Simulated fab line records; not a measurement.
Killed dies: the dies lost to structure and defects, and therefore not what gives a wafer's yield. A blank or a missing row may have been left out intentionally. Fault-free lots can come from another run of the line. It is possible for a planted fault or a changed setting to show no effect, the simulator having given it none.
Struck lot and sound lot, side by side || flow nand_harc || 43 out of 1302 route steps
Sound: wafers L465.1, L465.4, L465.6. The struck wafers were L464.1, L464.2, L464.4. The cause is given at the end.
For every step that has rows: the tool of each side, followed by ch and its chambers, followed by its first start. Under that, the readings that differ: sound wafers || struck wafers || difference of the means || sigmas: that difference in standard deviations of wafers without a fault.
alike: a reading whose means differ by less than 2 such deviations, as well as words and numbers matching on both sides. not compared: withheld readings; readings where some wafer has no value; bounds like >300 that might hide an equal value; numbers whose values overlap and for which the record gives no deviation.
Wherever a step has rows on one side only, a row that says differs or no value, or a row with sigmas, the two part there. When numbers do not overlap yet have no deviation, they are printed without sigmas and do not part them. Lack of a reading on every wafer of one side parts them only where that side has two or more wafers.

NHARC_A_CONTACT_OVL_MEAS_43:
  struck on overlay-02, day 25 14:53; sound on overlay-02, day 26 03:52
  alike: overlay_x_nm, overlay_y_nm
NHARC_A_CONTACT_INSPECT_44:
  struck on defect_inspect-02, day 25 14:55; sound on defect_inspect-02, day 26 03:55
  alike: raw_defect_count
then, 4 steps without rows for these wafers: NHARC_A_CONTACT_DESCUM_47 (chemistry O2, time 3 s); NHARC_A_CONTACT_ETCH_48 (etches the open film in CF4, target depth 39 nm, time 65 s); NHARC_A_CONTACT_ETCH_49 (etches the open film in N2/H2, target depth 260 nm, time 475.3 s); NHARC_A_CONTACT_ETCH_50 (etches the open film in CF4/CHF3, target depth 121 nm, time 60.5 s).
NHARC_A_CONTACT_ETCH_51: etches the open film in O2/COS, target depth 7000 nm, time 1820 s.
  sound on rie_diel-05 ch 0,3; struck on rie_diel-09 ch 0,1,3
  alike: drypump_motor_current_A, oes_product_au, rf_fwd_power_W, rf_vpp_V, showerhead_plenum_p_Torr, throttle_valve_pct
  not compared: rf_hours_counter_h
then, 4 steps without rows for these wafers: NHARC_A_CONTACT_ETCH_111 (etches the open film in C4F8/O2/Ar, time 140 s, target depth 700 nm); NHARC_A_CONTACT_ETCH_112 (etches the open film in C4F8/O2/Ar, time 190 s, target depth 1850 nm); NHARC_A_CONTACT_ETCH_113 (etches the open film in C4F8/O2/Ar, time 190 s, target depth 1850 nm); NHARC_A_CONTACT_ETCH_114 (etches the open film in C4F8/O2/Ar, time 190 s, target depth 1850 nm).
NHARC_A_CONTACT_ETCH_115: etches the open film in C4F8/O2/Ar, time 190 s, target depth 1850 nm.
  sound on har_cap_etch-02 ch 0,1, day 26 06:41; struck on har_cap_etch-03 ch 0,1, day 25 17:31
  not compared: rf_hours_counter_h
NHARC_A_CONTACT_ETCH_116: etches the open film in C4F8/O2/Ar, time 190 s, target depth 1850 nm.
  sound on har_cap_etch-02 ch 0,1, day 26 06:52; struck on har_cap_etch-03 ch 0,1, day 25 17:41
  not compared: rf_hours_counter_h
then, 1 step without rows for these wafers: NHARC_A_CONTACT_ETCH_117 (etches the open film in C4F8/O2/Ar, time 190 s, target depth 1850 nm).
NHARC_A_CONTACT_ETCH_118: etches the open film in C4F8/O2/Ar, time 190 s, target depth 1850 nm.
  sound on har_cap_etch-02 ch 0,1, day 26 07:12; struck on har_cap_etch-03 ch 0,1, day 25 18:02
  not compared: rf_hours_counter_h
then, 5 steps without rows for these wafers: NHARC_A_CONTACT_ETCH_119 (etches the open film in C4F8/O2/Ar, time 190 s, target depth 1850 nm); NHARC_A_CONTACT_ETCH_120 (etches the open film in C4F8/O2/Ar, time 190 s, target depth 1850 nm); NHARC_A_CONTACT_ETCH_121 (etches the open film in C4F8/O2/Ar, time 190 s, target depth 1850 nm); NHARC_A_CONTACT_ETCH_122 (etches the open film in C4F8/O2/Ar, time 190 s, target depth 1850 nm); NHARC_A_CONTACT_ETCH_123 (etches the open film in C4F8/O2/Ar, time 490 s, target depth 2110 nm).
NHARC_A_CONTACT_ETCH_90: etches the open film in CH3F/O2, target depth 40 nm, time 85.7 s.
  sound on rie_diel-09 ch 1,2,3, day 26 09:02; struck on rie_diel-09 ch 0,1,2, day 25 19:52
  alike: ch3f_flow_sccm, drypump_motor_current_A, oes_product_au, rf_fwd_power_W, rf_vpp_V, showerhead_plenum_p_Torr, throttle_valve_pct
  not compared: rf_hours_counter_h
NHARC_A_CONTACT_ETCH_96: etches the open film in C4F6/O2, target depth 20 nm, time 10 s.
  sound on rie_diel-09 ch 0,1; struck on rie_diel-09 ch 0,1,3
{"reading": "oes_product_au (a.u.)", "sound": "1.002 1.001 1.012", "struck": "0.941 0.942 0.944", "difference": -0.063, "sigmas": -2}
  alike: drypump_motor_current_A, rf_fwd_power_W, rf_vpp_V, showerhead_plenum_p_Torr, throttle_valve_pct
  not compared: rf_hours_counter_h
NHARC_A_CONTACT_CD_MEAS_53:
  struck on cd_sem-01, day 25 20:05; sound on cd_sem-03, day 26 09:14
{"reading": "cd_nm (nm)", "sound": "287.6 288.1 288.1", "struck": "289.5 290.5 289.8", "difference": "+2.0", "sigmas": "+3"}
then, 18 steps without rows for these wafers: NHARC_A_CONTACT_STRIP_99 (strips in N2/H2); NHARC_A_CONTACT_STRIP_100 (strips in CF4/CHF3); NHARC_A_CONTACT_STRIP_101 (strips in O2/COS); NHARC_A_CONTACT_ETCH_102 (etches the open film in CF4/O2, target depth 100 nm, overetch 10 nm, time 55 s); NHARC_A_CONTACT_STRIP_55 (strips in O2); NHARC_A_CONTACT_STRIP_56 (strips in post etch residue remover, time 600 s); NHARC_A_CONTACT_DEP_57 (deposits aC, target thk 5300 nm); NHARC_A_CONTACT_DEP_58 (deposits SiON, target thk 90 nm); NHARC_A_CONTACT_DEHYDRATE_59 (time 120 s); NHARC_A_CONTACT_HMDS_60 (time 30 s); NHARC_A_CONTACT_COAT_61 (time 75 s); NHARC_A_CONTACT_COAT_62 (time 65 s); NHARC_A_CONTACT_COAT_63 (resist thk 90 nm); NHARC_A_CONTACT_SOFTBAKE_64 (time 55 s); NHARC_A_CONTACT_EBR_65; NHARC_A_CONTACT_EXPOSE_66 (exposes mask A CC 2); NHARC_A_CONTACT_PEB_67 (peb time 65 s); NHARC_A_CONTACT_DEVELOP_68 (develop time 35 s).
NHARC_A_CONTACT_CD_MEAS_69 targets a cd of 300 nm.
  sound on cd_sem-03 ch 0, day 26 14:06; struck on cd_sem-03 ch 0, day 26 00:59
  alike: cd_nm
-- break in the record here, with 3 days between the starts of the struck wafers on either side (left off in module A_CONTACT, picked up again in module END, where the first step shown is number 1302 on the route) --
NHARC_END_SORT_01:
  only the struck wafers appear in the record here, on prober-01 ch 0 at day 28 13:44; the sound ones have no rows

== WHERE THEY PART ==
At NHARC_A_CONTACT_ETCH_96 first; at NHARC_END_SORT_01 last (within this record only).

WHY: whatever the simulator had introduced
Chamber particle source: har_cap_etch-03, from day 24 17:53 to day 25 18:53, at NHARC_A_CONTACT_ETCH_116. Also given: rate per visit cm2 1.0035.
